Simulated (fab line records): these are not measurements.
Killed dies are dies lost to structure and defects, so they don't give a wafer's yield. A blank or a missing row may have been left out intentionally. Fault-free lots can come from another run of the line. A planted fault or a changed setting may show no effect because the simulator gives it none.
Split-lot experiment    flow n5Finfet    21 wafers read across 7 lots, on a route 1938 steps long

## THE SPLIT
At N5_MOL_CONTACT_COAG_ETCH_67 (etches SOC in N2/H2, target depth 60 nm, overetch 21 nm, time 101.2 s), the setting sourceW was moved away from the recipe's 840 W on 7 of the 21 wafers read, by -15.4% to +5.8%. This setting was run at the recipe's value on the other wafers.

The reading is taken at the split's own step.

## THE READING
rfVppV, in V, at N5_MOL_CONTACT_COAG_ETCH_67 (etches SOC in N2/H2, target depth 60 nm, overetch 21 nm, time 101.2 s). Fault-free wafers of this fab line usually give 523.9 V, standard deviation 2.1 V.

wafer   tool, chamber at the split  sourceW as run, W  against the recipe  rfVppV, V  against lot-mates on the recipe
L076.2  rieDiel-04, 2               840                recipe              522.8      -
L076.4  rieDiel-04, 1               840                recipe              523.5      -
L076.6  rieDiel-04, 1               840                recipe              523.9      -
L081.2  rieDiel-05, 2               711.2              -15.3%              550.3      +27.6
L081.3  rieDiel-05, 1               711.2              -15.3%              552.2      +29.5
L081.5  rieDiel-05, 0               840                recipe              522.7      -
L083.2  rieDiel-04, 3               840                recipe              521.1      -
L083.5  rieDiel-04, 3               748.6              -10.9%              539.0      +16.5
L083.6  rieDiel-04, 1               840                recipe              524.0      -
L084.1  rieDiel-03, 3               723.2              -13.9%              551.5      +25.1
L084.2  rieDiel-03, 2               840                recipe              526.5      -
L084.5  rieDiel-03, 2               840                recipe              526.2      -
L087.1  rieDiel-03, 1               888.5              +5.8%               512.6      -14.8
L087.4  rieDiel-03, 2               840                recipe              527.4      -
L087.6  rieDiel-03, 0               888.5              +5.8%               515.7      -11.7
L096.1  rieDiel-04, 2               840                recipe              523.2      -
L096.5  rieDiel-04, 1               840                recipe              522.4      -
L096.6  rieDiel-04, 2               840                recipe              522.1      -
L097.2  rieDiel-03, 2               840                recipe              525.3      -
L097.4  rieDiel-03, 1               840                recipe              523.2      -
L097.6  rieDiel-03, 1               711                -15.4%              553.8      +29.5

THE FIT
A straight line over all 21 wafers: rfVppV changes by -1.8 V for each +1% of sourceW; r = -0.99; the points scatter about the line by 2.1 V.
The same after taking each lot's own level away (the mean of its wafers on the recipe; 21 wafers): -1.88 V for each +1%; r = -0.99; scatter 1.4 V.
According to that fit, moving sourceW by its largest amount changes the reading by 29 V.
Across the lots, their own levels run from 522.55 to 527.40 V, a range of 2.3 times the standard deviation given above.
The two slopes agree, so the slope changes little with the lot-to-lot level.
Check: +28.1 V against its lot-mates is what the line predicts for one of the wafers moved furthest among these (-15.4%) when that wafer is left out of the fit. Against them it came out at +29.5 V.
Tool readings at the split's step, against how far the setting was moved: rfVppV r = -0.99.

## ADDITIONAL SPLITS CARRIED BY THESE WAFERS
These wafers also went through other splits before the reading. Each is held against what the fit with the lots' levels taken away leaves over:
other split on the same wafers          wafers away from the commonest value  r with rfVppV (lot level and that fit taken away)
N5_SD_ACTIVATION_LSA_01 tempC           4                                     +0.14
N5_HKMG_FIN_COAT_30 spinRpm             7                                     +0.09
N5_HKMG_FIN_DEVELOP_11 developTimeS     6                                     -0.35
N5_MOL_CONTACT_COAG_PRECLEAN_111 timeS  5                                     +0.27
N5_MOL_CONTACT_COAG_SPUTTER_130 powerW  6                                     -0.02

## THE WHOLE CHAIN: every reading that the file lists as answering this split, in the file's order
step                         what it does                                                           reading                                                                                   change (the file's fit)                 r (the file's)
N5_MOL_CONTACT_COAG_ETCH_67  etches SOC in N2/H2, target depth 60 nm, overetch 21 nm, time 101.2 s  rfVppV                                                                                    -1.83 V for each +1% of the setting     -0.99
N5_MOL_CONTACT_COAG_ETCH_67  etches SOC in N2/H2, target depth 60 nm, overetch 21 nm, time 101.2 s  SiARC_of_MOL_CONTACT_COAG_COAT_63.thkNm (the simulator's own value, which no gauge read)  -0.0232 nm for each +1% of the setting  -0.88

## FILE'S OWN FIT
rfVppV changes by -1.83 V for each +1% of sourceW, r = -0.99.
